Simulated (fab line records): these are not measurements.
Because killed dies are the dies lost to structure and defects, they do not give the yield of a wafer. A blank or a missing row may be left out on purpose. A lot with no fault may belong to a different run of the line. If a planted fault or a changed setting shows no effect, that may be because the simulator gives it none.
fab line records -- flow n5_finfet
[record] lots = 6, wafers = 18, last_day = 19
route steps=1938 shown SD_EPI_N@283 SD_EPI_P@295 PASSIVATION@1936
lots that met no fault: from a run of the same line without faults
start_h: hours from the record's opening day to when the first of the lot's shown wafers began -- wait_h: time in hours since the lot's previous step -- " identical to the entry in the row above -- L1.1+2: a single row standing in for several wafers -- - either no value or no given start -- * or withheld: withheld -- < > ~ a bound
route shown NAME@n: names a module that has steps shown in the file, with the first one's number in the route -- usual: mean/standard deviation of fault-free wafers -- same: alike in all rows -- chamber/n: place in a boat -- sites: the reading at each site -- _std_site: how widely they spread, as a standard deviation -- _edge_site: mean of outer sites minus mean of inner sites -- radius_mm: how far each site lies from the wafer's centre -- mask NAME#n: copy n -- behind: the last tool/chamber to shape the wafer -- hold: why the lot was held/for how many hours/how that ended -- device: the transistor (n, p or np) that didn't switch -- end of line: the tests these same wafers got at the end of their route -- step lacking rows: just its recipe -- killed: dies lost to structure and defects at the first sort, not the wafer's yield -- map: the dies of a wafer, with x for killed, . for not killed, _ for no die there
set.NAME: setting as actually run; set.NAME@STEP: the setting as run at that earlier step -- model.NAME: the simulator's own value behind a step, which no gauge read
lots seen at some steps along the route; tables by step, rows by wafer
services: when a tool's chamber went out of use (start_h, in hours from the record's first day, below 0 if earlier), for how many hours, and the reason
[[steps]]
[step N5_SD_EPI_N_WET_ETCH_43]
[recipe] chemistry = dHF, dilution = withheld, time_s = 14, target = SiO2, target_depth_a = 15, temp_c = 25
[step N5_SD_EPI_N_STRIP_18]
[recipe] chemistry = SPM, time_s = 750, temp_c = 130, h2so4_h2o2_vol_ratio = 4
[step N5_SD_EPI_N_SRD_20]
[recipe] dry = ipa_marangoni, do_ppb = 5, time_s = 30, temp_c = 23, rinse_liquid = diw
[step N5_SD_EPI_N_PRECLEAN_48]
[recipe] chemistry = NF3:NH3, afs_cycles = 2, temp_c = 30, time_s = 20, sublimation_temp_c = 180, sublimation_time_s = 60, pressure_torr = 3, rf_power_w = 30
[step N5_SD_EPI_N_VAPOR_ETCH_50]
[recipe] chemistry = HCl, target = Si, temp_c = 775, time_s = 54, pressure_torr = 20, mode = isotropic
[usual] chamber_pressure_Torr = 19.99/0.041, throttle_valve_pct = 11.8/0.41
lot.wafer,tool,chamber,start_h,wait_h,chamber_pressure_Torr,throttle_valve_pct
L233.1,epi_rpcvd-03,0,51.17,0.4,19.94,11.3
L233.2,epi_rpcvd-03,0,51.17,0.4,19.96,11.2
L233.6,epi_rpcvd-03,0,51.17,0.4,20.05,11.5
L239.3,epi_rpcvd-04,0,85.05,0.2,20.00,12.6
L239.4,epi_rpcvd-04,0,85.05,0.2,19.99,12.6
L239.6,epi_rpcvd-04,0,85.05,0.2,19.95,12.4
L240.2,epi_rpcvd-04,0,92.55,0.3,20.04,12.2
L240.5,epi_rpcvd-04,0,92.55,0.3,20.03,12.3
L240.6,epi_rpcvd-04,0,92.55,0.3,19.93,12.8
L250.2,epi_rpcvd-01,0,165.57,0.4,19.99,11.9
L250.5,epi_rpcvd-01,0,165.57,0.4,19.95,11.5
L250.6,epi_rpcvd-01,0,165.57,0.4,20.05,11.7
L256.3,epi_rpcvd-03,0,191.70,0.2,19.95,11.6
L256.4,epi_rpcvd-03,0,191.70,0.2,20.00,11.4
L256.5,epi_rpcvd-03,0,191.70,0.2,19.99,11.6
L255.2,epi_rpcvd-03,0,193.89,0.3,19.98,11.8
L255.4,epi_rpcvd-03,0,193.89,0.3,19.96,11.8
L255.5,epi_rpcvd-03,0,193.89,0.3,20.01,11.8
[step N5_SD_EPI_N_EPI_21]
[recipe] material = Si:P, dopant = P, temp_c = 680, pressure_torr = 255, time_s = 690
[step N5_SD_EPI_N_EPI_MEAS_23]
[recipe] mode = xrd
[usual] thk_nm = 58.9/1.2
lot.wafer,tool,chamber,start_h,wait_h,thk_nm
L233.1,film_metro-02,-,53.68,1.9,59.2
L233.2,film_metro-02,-,53.68,1.9,57.3
L233.6,film_metro-02,-,53.68,1.9,58.4
L239.3,film_metro-02,-,86.89,0.9,61.9
L239.4,film_metro-02,-,86.89,0.9,59.1
L239.6,film_metro-02,-,86.89,0.9,58.1
L240.2,film_metro-02,-,94.44,1.2,58.6
L240.5,film_metro-02,-,94.44,1.2,58.5
L240.6,film_metro-02,-,94.44,1.2,58.0
L250.2,film_metro-02,-,168.04,1.5,58.8
L250.5,film_metro-02,-,168.04,1.5,58.9
L250.6,film_metro-02,-,168.04,1.5,56.6
L256.3,film_metro-01,-,193.54,0.9,60.5
L256.4,film_metro-01,-,193.54,0.9,59.4
L256.5,film_metro-01,-,193.54,0.9,58.7
L255.2,film_metro-02,-,195.76,1.2,59.9
L255.4,film_metro-02,-,195.76,1.2,59.5
L255.5,film_metro-02,-,195.76,1.2,58.4
[step N5_SD_EPI_N_PRECLEAN_24]
[recipe] chemistry = O3/DIW, time_s = 60, temp_c = 22, o3_ppm = 10
[step N5_SD_EPI_N_SRD_25]
[recipe] time_s = 30, temp_c = 23, rinse_liquid = diw, dry = ipa_marangoni
[step N5_SD_EPI_N_PRECLEAN_49]
[recipe] chemistry = NF3:NH3, afs_cycles = 1, temp_c = 30, time_s = 20, sublimation_temp_c = 180, sublimation_time_s = 60, pressure_torr = 3, rf_power_w = 30
[step N5_SD_EPI_N_LINER_46]
[recipe] material = SiNx, target_thk_a = 30, temp_c = 400, ald_precursor_family = SiH2I2, ald_co_reactant = N2/H2-plasma, pressure_torr = 2
[usual] chamber_pressure_Torr = 2.001/0.0041, heater_power_w = 791/89
lot.wafer,tool,chamber,start_h,wait_h,chamber_pressure_Torr,heater_power_w
L233.1,ald_sin-01,2,54.00,0.2,2.002,862
L233.2,ald_sin-01,0,54.00,0.2,1.994,927
L233.6,ald_sin-01,2,54.00,0.2,2.008,851
L239.3,ald_sin-01,1,87.24,0.2,2.001,730
L239.4,ald_sin-01,3,87.24,0.2,2.001,860
L239.6,ald_sin-01,2,87.24,0.2,2.002,861
L240.2,ald_sin-02,3,95.06,0.5,2.004,791
L240.5,ald_sin-02,0,95.06,0.5,2.005,791
L240.6,ald_sin-02,1,95.06,0.5,1.998,974
L250.2,ald_sin-02,0,168.35,0.1,1.993,776
L250.5,ald_sin-02,1,168.35,0.1,2.006,968
L250.6,ald_sin-02,2,168.35,0.1,1.998,642
L256.3,ald_sin-01,1,193.84,0.1,2.000,756
L256.4,ald_sin-01,2,193.84,0.1,2.007,876
L256.5,ald_sin-01,3,193.84,0.1,1.995,861
L255.2,ald_sin-01,2,196.37,0.4,1.999,872
L255.4,ald_sin-01,3,196.37,0.4,1.998,861
L255.5,ald_sin-01,1,196.37,0.4,1.999,760
[step N5_SD_EPI_N_INSPECT_26]
[recipe] inspect_instrument = darkfield, mode = post_epi
[usual] raw_defect_count = 198/42
lot.wafer,tool,chamber,start_h,wait_h,raw_defect_count
L233.1,defect_inspect-01,-,54.25,0.1,249
L233.2,defect_inspect-01,-,54.25,0.1,229
L233.6,defect_inspect-01,-,54.25,0.1,260
L239.3,defect_inspect-02,-,87.49,0.1,176
L239.4,defect_inspect-02,-,87.49,0.1,211
L239.6,defect_inspect-02,-,87.49,0.1,265
L240.2,defect_inspect-02,-,95.31,0.1,172
L240.5,defect_inspect-02,-,95.31,0.1,135
L240.6,defect_inspect-02,-,95.31,0.1,198
L250.2,defect_inspect-01,-,168.60,0.1,200
L250.5,defect_inspect-01,-,168.60,0.1,149
L250.6,defect_inspect-01,-,168.60,0.1,209
L256.3,defect_inspect-01,-,194.09,0.1,199
L256.4,defect_inspect-01,-,194.09,0.1,228
L256.5,defect_inspect-01,-,194.09,0.1,264
L255.2,defect_inspect-01,-,196.62,0.1,231
L255.4,defect_inspect-01,-,196.62,0.1,213
L255.5,defect_inspect-01,-,196.62,0.1,222
[step N5_SD_EPI_P_COAT_34]
[recipe] resist = SOC, temp_c = 250, time_s = 60, spin_rpm = 1500, resist_thk_nm = 350
[usual] dispense_pressure_kPa = 51/4.7, plate_temp_C = 250.00/0.17, spin_speed_rpm = 1500.0/0.95
lot.wafer,tool,chamber,start_h,wait_h,dispense_pressure_kPa,plate_temp_C,spin_speed_rpm,model.SOC_of_SD_EPI_P_COAT_34.thk_nm
L233.1,litho_track-05,0,54.28,0.0,47,249.90,1499.6,350.4
L233.2,litho_track-05,0,54.28,0.0,47,249.81,1498.7,349.4
L233.6,litho_track-05,0,54.28,0.0,47,249.87,1498.9,350.6
L239.3,litho_track-05,0,87.52,0.0,47,250.00,1412.2,359.4
L239.4,litho_track-05,0,87.52,0.0,47,250.06,1412.5,359.2
L239.6,litho_track-05,0,87.52,0.0,47,249.73,1411.7,361.2
L240.2,litho_track-05,0,95.34,0.0,47,250.21,1413.6,360.6
L240.5,litho_track-05,0,95.34,0.0,47,250.22,1412.5,361.2
L240.6,litho_track-05,0,95.34,0.0,47,250.22,1412.6,361.2
L250.2,litho_track-02,0,168.63,0.0,50,249.91,1500.3,350
L250.5,litho_track-02,0,168.63,0.0,50,249.86,1499.6,351
L250.6,litho_track-02,0,168.63,0.0,50,249.95,1500.9,350.8
L256.3,litho_track-03,0,194.13,0.0,58,250.08,1499.7,349.6
L256.4,litho_track-03,0,194.13,0.0,58,249.90,1499.0,349.4
L256.5,litho_track-03,0,194.13,0.0,58,249.89,1501.9,348.2
L255.2,litho_track-05,0,196.66,0.0,47,249.97,1501.0,350.4
L255.4,litho_track-05,0,196.66,0.0,47,249.68,1499.6,351
L255.5,litho_track-05,0,196.66,0.0,47,249.59,1499.7,351.2
[step N5_SD_EPI_P_COAT_35]
[recipe] resist = SiARC, temp_c = 220, time_s = 60, spin_rpm = 1500, resist_thk_nm = 35
[step N5_PASSIVATION_PROBE_49]
[usual] killed_at_M0_to_M3 = 37/12, killed_at_M4_up = 15/5.6, killed_at_contacts = 13/6.9, killed_at_front_end = 40/11, killed_at_other = 4/3.2, killed_dies = 109/20, killed_on_rim = 14/4.3, killed_open = 73/15, killed_short = 35/8.3
[same] gross_dies = 1180, killed_at_back_side = 0
lot.wafer,tool,chamber,start_h,wait_h,killed_at_M0_to_M3,killed_at_M4_up,killed_at_contacts,killed_at_front_end,killed_at_other,killed_dies,killed_on_rim,killed_open,killed_short
L233.1,prober-01,-,307.34,0.0,26,19,14,45,2,106,16,71,35
L233.2,prober-01,-,307.39,0.1,28,19,21,55,4,127,20,92,32
L233.6,prober-01,-,307.59,0.3,42,13,12,59,0,126,14,92,33
L240.2,prober-01,-,377.47,0.1,64,17,20,70,15,186,23,107,78
L240.5,prober-01,-,377.62,0.2,29,14,26,51,14,134,22,93,40
L240.6,prober-01,-,377.67,0.3,26,14,28,44,8,120,18,77,43
// killed by level:class
L233.1 FIN_SAQP:geometric_particle:open=14 MOL_CONTACT_COAG:geometric_particle:open=11 DUMMY_GATE:geometric_particle:open=9 BEOL_M2:geometric_particle:open=7 BEOL_M4:geometric_particle:open=7 FIN_SAQP:geometric_particle:short=6 BEOL_M0_SAQP:geometric_particle:short=6 STI_FIN_REVEAL:geometric_particle:short=4
L233.2 MOL_CONTACT_COAG:geometric_particle:open=15 STI_FIN_REVEAL:geometric_particle:open=14 FIN_SAQP:geometric_particle:open=12 DUMMY_GATE:geometric_particle:open=8 BEOL_M0_SAQP:geometric_particle:open=8 MOL_CONTACT_COAG:geometric_particle:short=6 BEOL_M2:geometric_particle:open=6 BEOL_M4:geometric_particle:open=6
L233.6 FIN_SAQP:geometric_particle:open=13 BEOL_M0_SAQP:geometric_particle:short=13 BEOL_M0_SAQP:geometric_particle:open=11 MOL_CONTACT_COAG:geometric_particle:open=10 DUMMY_GATE:geometric_particle:open=9 FIN_SAQP:geometric_particle:short=8 STI_FIN_REVEAL:geometric_particle:open=8 ILD0:geometric_particle:open=6
L240.2 BEOL_M0_SAQP:geometric_particle:short=24 BEOL_M0_SAQP:geometric_particle:open=21 MOL_CONTACT_COAG:geometric_particle:open=18 FIN_SAQP:geometric_particle:short=16 STI_FIN_REVEAL:geometric_particle:open=16 FIN_SAQP:geometric_particle:open=7 BEOL_M4:geometric_particle:open=7 DUMMY_GATE:geometric_particle:open=7
L240.5 MOL_CONTACT_COAG:geometric_particle:open=21 FIN_SAQP:geometric_particle:open=12 STI_FIN_REVEAL:geometric_particle:open=11 FIN_SAQP:geometric_particle:short=9 BEOL_M0_SAQP:geometric_particle:open=9 BEOL_M0_SAQP:geometric_particle:short=8 MOL_CONTACT_COAG:geometric_particle:short=5 BEOL_M5:geometric_particle:open=5
L240.6 MOL_CONTACT_COAG:geometric_particle:open=23 STI_FIN_REVEAL:geometric_particle:open=13 FIN_SAQP:geometric_particle:open=8 BEOL_M0_SAQP:geometric_particle:short=8 FIN_SAQP:geometric_particle:short=7 MOL_CONTACT_COAG:geometric_particle:short=5 BEOL_M2:geometric_particle:open=5 DUMMY_GATE:geometric_particle:open=4
[[services]]
tool,chamber,start_h,hours,kind
ald_sin-02,-,40.99,6.0,pm
ald_sin-01,3,69.84,2.9,repair
ald_sin-02,-,75.15,1.5,repair
epi_rpcvd-03,-,89.11,2.7,repair
ald_sin-01,-,102.83,2.8,pm
ald_sin-01,-,119.33,4.3,pm
ald_sin-01,-,143.33,14.6,pm
epi_rpcvd-04,-,164.80,3.4,repair
[[key]]
[first_sign] step = N5_SD_EPI_P_COAT_34, reading = spin_speed_rpm, direction = down, sigmas = 92, usual = *, struck = *
effect none on later readings
[model_effect] step = N5_SD_EPI_P_COAT_34, value = SOC_of_SD_EPI_P_COAT_34.thk_nm, without = 349.8, struck = 360.5
met_at N5_SD_EPI_P_COAT_34
struck_wafers L239.3,L239.4,L239.6,L240.2,L240.5,L240.6
tester_left_out L239,L240
onset_between 54.28 87.52
[fault] kind = process_parameter_drift, tool = litho_track-05, chamber = -, onset_h = 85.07, steps = N5_SD_EPI_P_COAT_34, channel = spin_rpm, offset = *, shape = step, end_h = 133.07, acts_in = *, stated = *
// tester_left_out: of these lots the tester's yield and bins aren't shown, on N5 and GAA mostly nor the transistor test; their killed dies are dies lost to structure and defects alone, not to doping, threshold or leakage, so they don't give the yield
